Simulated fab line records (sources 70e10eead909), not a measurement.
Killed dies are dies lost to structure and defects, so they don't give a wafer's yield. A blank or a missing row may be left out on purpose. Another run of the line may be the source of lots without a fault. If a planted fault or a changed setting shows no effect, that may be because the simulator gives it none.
Matching of chambers ; flow nandHarc ; rieDiel-03 running NHARC_A_BLC_STRIP_21: 4 sister chambers
The step strips in O2. 24 wafers are shown with their chamber, then 12 later ones without.

## WAFERS PAIRED WITH THEIR CHAMBERS
wafer;chamber;showerheadPlenumPTorr (Torr);drypumpMotorCurrentA (A);oesProductAu (a.u.)
L075.1;0;3.54;5.9;1.003
L075.2;3;3.39;5.4;0.994
L075.3;1;3.43;6.2;1.003
L075.4;2;3.62;6.0;0.995
L075.5;1;3.43;6.2;1.015
L075.6;2;3.62;6.0;0.989
L076.1;2;3.62;6.0;0.994
L076.2;3;3.39;5.4;0.992
L076.5;1;3.43;6.2;1.007
L074.3;2;3.61;6.1;1.001
L074.4;1;3.43;6.2;1.007
L074.5;0;3.54;5.9;1.000
L078.1;0;3.54;5.9;0.999
L078.2;1;3.43;6.2;1.008
L078.4;3;3.39;5.4;0.995
L084.1;0;3.54;5.9;0.999
L084.3;3;3.39;5.4;0.986
L084.5;2;3.61;6.0;0.999
L081.1;0;3.53;5.9;0.991
L081.2;3;3.39;5.4;0.986
L081.4;2;3.61;6.0;1.004
L087.1;2;3.61;6.1;0.994
L087.4;1;3.43;6.2;1.014
L087.6;1;3.43;6.2;1.013

SIGNATURES (averages over the wafers above)
reading;chamber 0;chamber 1;chamber 2;chamber 3;scatter within a chamber
showerheadPlenumPTorr;3.5380;3.4300;3.6143;3.3900;0.00355
drypumpMotorCurrentA;5.900;6.200;6.029;5.400;0.0267
oesProductAu;0.99840;1.00957;0.99657;0.99060;0.00463
Rule: distance of a wafer from a chamber = root of the sum over the readings of ((wafer's reading minus chamber's mean) / reading's scatter) squared. If the next closest chamber is less than 2 further off than the closest, the wafer can't be placed; otherwise it belongs to the closest. The scatter: take each reading less its chamber's mean, square it, sum over the shown wafers, divide by the number of wafers less the number of chambers, and take the root.

## WAFERS MISSING THEIR CHAMBER
wafer;showerheadPlenumPTorr (Torr);drypumpMotorCurrentA (A);oesProductAu (a.u.)
L092.3;3.38;5.4;0.979
L092.4;3.43;6.2;1.010
L092.6;3.53;5.9;0.994
L097.1;3.38;5.4;0.991
L097.2;3.43;6.2;1.022
L097.5;3.38;5.4;1.005
L096.1;3.61;6.0;0.995
L096.3;3.43;6.2;1.012
L096.6;3.53;5.9;1.004
L095.3;3.61;6.0;1.004
L095.4;3.38;5.4;0.995
L095.6;3.53;5.9;0.996

## WHICH CHAMBER EACH WENT THROUGH
wafer;from the rows above;in truth
L092.3;3;3
L092.4;1;1
L092.6;0;0
L097.1;3;3
L097.2;1;1
L097.5;3;3
L096.1;2;2
L096.3;1;1
L096.6;0;0
L095.3;2;2
L095.4;3;3
L095.6;0;0
12 of 12 placed correctly. From these rows, 0 cannot be placed. Wrongly placed: 0.
